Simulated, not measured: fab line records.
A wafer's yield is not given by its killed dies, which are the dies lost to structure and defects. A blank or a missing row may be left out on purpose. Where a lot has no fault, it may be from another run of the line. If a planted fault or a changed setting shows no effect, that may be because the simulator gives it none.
Which tool was responsible? + flow nand_harc + 38 wafers from 13 lots sampled at 6 of the route's 1302 steps

## WHAT THE GAUGES SHOWED, per wafer
NHARC_END_SORT_01.
| lot  | measured     | on        | defect_limited_yield (%) | killed_at_array | killed_at_other | killed_at_periphery | killed_dies | killed_open | killed_short |
|------|--------------|-----------|--------------------------|-----------------|-----------------|---------------------|-------------|-------------|--------------|
| L324 | day 29 17:41 | prober-02 | 86.0 86.4                | 91 87           | 0 2             | 4 3                 | 95 92       | 7 7         | 4 0          |
| L325 | day 29 04:04 | prober-02 | 91.1 93.2                | 58 43           | 1 1             | 1 2                 | 60 46       | 1 2         | 3 1          |

## EACH LOT AND THE TOOL THAT RAN IT (in order: tool; ch and the chambers of the sampled wafers; start)
| lot  | NHARC_A_M0_PRE_CLEAN_31         | NHARC_A_M0_DEP_32               | NHARC_A_M1_PVD_20                       | NHARC_A_M1_ECD_22              | NHARC_A_M1_CMP_23             |
|------|---------------------------------|---------------------------------|-----------------------------------------|--------------------------------|-------------------------------|
| L315 | pecvd-02 ch 0,1, day 23 06:25   | pecvd-02 ch 0,1, day 23 06:30   | pvd_sputter-03, day 23 09:12 or earlier | ecd_cu-01 ch 0,1, day 23 09:12 | cmp-04 ch 1,2, day 23 09:58   |
| L317 | pecvd-04 ch 0,1,2, day 23 23:13 | pecvd-04 ch 0,1,2, day 23 23:19 | pvd_sputter-02, day 24 02:04 or earlier | ecd_cu-02 ch 0, day 24 02:04   | cmp-02 ch 1,2,3, day 24 02:49 |
| L316 | pecvd-02 ch 0,1,2, day 24 00:18 | pecvd-02 ch 0,1,2, day 24 00:23 | pvd_sputter-02, day 24 03:20 or earlier | ecd_cu-01 ch 0,1, day 24 03:20 | cmp-01 ch 0,1, day 24 03:59   |
| L318 | pecvd-04 ch 0,1,2, day 24 17:01 | pecvd-04 ch 0,1,2, day 24 17:07 | pvd_sputter-02, day 24 19:53 or earlier | ecd_cu-01 ch 0,1, day 24 19:53 | cmp-04 ch 0,2,3, day 24 20:56 |
| L321 | pecvd-01 ch 0,1,2, day 25 12:46 | pecvd-01 ch 0,1,2, day 25 12:51 | pvd_sputter-03, day 25 16:08 or earlier | ecd_cu-01 ch 0,1, day 25 16:08 | cmp-01 ch 1,2,3, day 25 16:51 |
| L324 | pecvd-01 ch 1,2, day 27 13:04   | pecvd-01 ch 1,2, day 27 13:14   | pvd_sputter-03, day 27 16:04 or earlier | ecd_cu-02 ch 0,1, day 27 16:04 | cmp-01 ch 0,1, day 27 16:43   |
| L325 | pecvd-01 ch 1,2, day 27 17:50   | pecvd-01 ch 1,2, day 27 17:55   | pvd_sputter-03, day 27 20:36 or earlier | ecd_cu-02 ch 0,1, day 27 20:36 | cmp-02 ch 0,1,2, day 27 21:21 |
| L332 | pecvd-02 ch 0,1, day 30 23:40   | pecvd-02 ch 0,1, day 30 23:46   | pvd_sputter-02, day 31 02:39 or earlier | ecd_cu-01 ch 0,1, day 31 02:39 | cmp-02 ch 0,3, day 31 03:20   |
| L333 | pecvd-04 ch 0,1, day 31 07:05   | pecvd-04 ch 0,1, day 31 07:12   | pvd_sputter-01, day 31 09:58 or earlier | ecd_cu-01 ch 0,1, day 31 09:58 | cmp-04 ch 0,2,3, day 31 10:44 |
| L335 | pecvd-02 ch 0,1,2, day 31 15:38 | pecvd-02 ch 0,1,2, day 31 15:43 | pvd_sputter-01, day 31 18:25 or earlier | ecd_cu-01 ch 0,1, day 31 18:25 | cmp-04 ch 1,2,3, day 31 19:10 |
| L334 | pecvd-01 ch 1,2, day 31 16:05   | pecvd-01 ch 1,2, day 31 16:10   | pvd_sputter-03, day 31 18:59 or earlier | ecd_cu-02 ch 0, day 31 18:59   | cmp-02 ch 0,1,3, day 31 19:45 |
| L336 | pecvd-01 ch 0,1,2, day 32 13:19 | pecvd-01 ch 0,1,2, day 32 13:25 | pvd_sputter-02, day 32 16:04 or earlier | ecd_cu-01 ch 0,1, day 32 16:04 | cmp-01 ch 1,2, day 32 16:49   |
| L337 | pecvd-01 ch 0,1,2, day 32 13:59 | pecvd-01 ch 0,1,2, day 32 14:04 | pvd_sputter-02, day 32 16:47 or earlier | ecd_cu-01 ch 0,1, day 32 16:47 | cmp-04 ch 0,2,3, day 32 17:35 |
- NHARC_A_M0_PRE_CLEAN_31: time 12 s.
- NHARC_A_M0_DEP_32: deposits SiCN, target thk 30 nm.
- NHARC_A_M1_PVD_20: deposits TaN, target thk 5 nm, time 8.06 s.
- NHARC_A_M1_ECD_22: material Cu, target thk 400 nm.
- NHARC_A_M1_CMP_23: polishes, t overpolish 20 s, target thk 154.34 nm.

## WHAT THE TOOLS THEMSELVES READ (means of the sampled wafers that have a number; where no wafer has one, the mark that the record gives instead)
NHARC_A_M0_PRE_CLEAN_31.
| lot  | tool     | heater_power_outer_w (W) | heater_power_w (W) | susceptor_temp_C (C) |
|------|----------|--------------------------|--------------------|----------------------|
| L315 | pecvd-02 | 384                      | 635                | 369.80               |
| L317 | pecvd-04 | 398                      | 646                | 369.87               |
| L316 | pecvd-02 | 384                      | 618                | 369.87               |
| L318 | pecvd-04 | 414                      | 671                | 369.92               |
| L321 | pecvd-01 | 311                      | 564                | 370.02               |
| L324 | pecvd-01 | 368                      | 630                | 370.15               |
| L325 | pecvd-01 | 300                      | 548                | 370.03               |
| L332 | pecvd-02 | 426                      | 687                | 370.04               |
| L333 | pecvd-04 | 410                      | 663                | 369.82               |
| L335 | pecvd-02 | 382                      | 622                | 370.04               |
| L334 | pecvd-01 | 386                      | 669                | 369.91               |
| L336 | pecvd-01 | 349                      | 632                | 369.95               |
| L337 | pecvd-01 | 331                      | 598                | 370.39               |

NHARC_A_M0_DEP_32.
| lot  | tool     | heater_power_outer_w (W) | heater_power_w (W) | susceptor_temp_C (C) |
|------|----------|--------------------------|--------------------|----------------------|
| L315 | pecvd-02 | 379                      | 612                | 370.02               |
| L317 | pecvd-04 | 366                      | 611                | 369.85               |
| L316 | pecvd-02 | 366                      | 621                | 370.00               |
| L318 | pecvd-04 | 319                      | 535                | 369.89               |
| L321 | pecvd-01 | 320                      | 568                | 370.27               |
| L324 | pecvd-01 | 284                      | 522                | 369.96               |
| L325 | pecvd-01 | 309                      | 551                | 370.15               |
| L332 | pecvd-02 | 367                      | 597                | 370.08               |
| L333 | pecvd-04 | 324                      | 541                | 370.06               |
| L335 | pecvd-02 | 364                      | 617                | 369.83               |
| L334 | pecvd-01 | 293                      | 539                | 370.10               |
| L336 | pecvd-01 | 283                      | 532                | 369.96               |
| L337 | pecvd-01 | 296                      | 565                | 369.98               |

NHARC_A_M1_PVD_20.
| lot  | tool           | throttle_valve_pct (%) |
|------|----------------|------------------------|
| L315 | pvd_sputter-03 | 29.0                   |
| L317 | pvd_sputter-02 | 29.6                   |
| L316 | pvd_sputter-02 | 29.9                   |
| L318 | pvd_sputter-02 | 29.8                   |
| L321 | pvd_sputter-03 | 28.7                   |
| L324 | pvd_sputter-03 | 28.6                   |
| L325 | pvd_sputter-03 | 29.0                   |
| L332 | pvd_sputter-02 | 30.0                   |
| L333 | pvd_sputter-01 | 29.7                   |
| L335 | pvd_sputter-01 | 30.1                   |
| L334 | pvd_sputter-03 | 29.5                   |
| L336 | pvd_sputter-02 | 30.1                   |
| L337 | pvd_sputter-02 | 30.1                   |

NHARC_A_M1_CMP_23.
| lot  | tool   | edge_zone_pressure_frac | motor_current_A (A) | retaining_ring_pressure_frac | time_to_endpoint_s (s) |
|------|--------|-------------------------|---------------------|------------------------------|------------------------|
| L315 | cmp-04 | 0.999                   | 12.8                | 1.000                        | 21                     |
| L317 | cmp-02 | 1.000                   | 11.6                | 1.003                        | 30                     |
| L316 | cmp-01 | 1.004                   | 13.0                | 1.002                        | 28                     |
| L318 | cmp-04 | 1.001                   | 12.1                | 1.002                        | 25                     |
| L321 | cmp-01 | 1.000                   | 12.4                | 1.000                        | 27                     |
| L324 | cmp-01 | 0.996                   | 12.8                | 1.002                        | 19                     |
| L325 | cmp-02 | 1.001                   | 11.9                | 1.002                        | 23                     |
| L332 | cmp-02 | 1.000                   | 10.7                | 1.000                        | 29                     |
| L333 | cmp-04 | 0.995                   | 12.7                | 0.995                        | 28                     |
| L335 | cmp-04 | 0.996                   | 12.5                | 0.997                        | 29                     |
| L334 | cmp-02 | 0.998                   | 11.2                | 1.000                        | 30                     |
| L336 | cmp-01 | 0.998                   | 13.1                | 1.003                        | 29                     |
| L337 | cmp-04 | 1.001                   | 12.4                | 0.999                        | 28                     |

## THE ANSWER, worked out from the rows above alone
Rule: usual is defined by the lots themselves. Put in order of their means at a reading, lots are off if they are a third of the lots or fewer, leave a main group of 4 or more, and stand apart from it by a gap of 3 or more times the standard deviation of the main group's means; of several such gaps the widest counts. If all means in a main group match to the digits the tables above print for the reading, that group is not used. A lot without any number at a reading at which 4 lots or more have one is off too. Any other lot the step has rows for is counted as sound. Order of review: gauges by route order, followed by the tools' own readings, for which a lot's mean as printed above is used. The first step at which some lot is off is used, and at that step the reading that is off furthest; a lot without a number counts as furthest.
No lot is off on any of the readings shown, so nothing can be concluded from this.

## WHAT HAD BEEN PUT IN BY THE SIMULATOR
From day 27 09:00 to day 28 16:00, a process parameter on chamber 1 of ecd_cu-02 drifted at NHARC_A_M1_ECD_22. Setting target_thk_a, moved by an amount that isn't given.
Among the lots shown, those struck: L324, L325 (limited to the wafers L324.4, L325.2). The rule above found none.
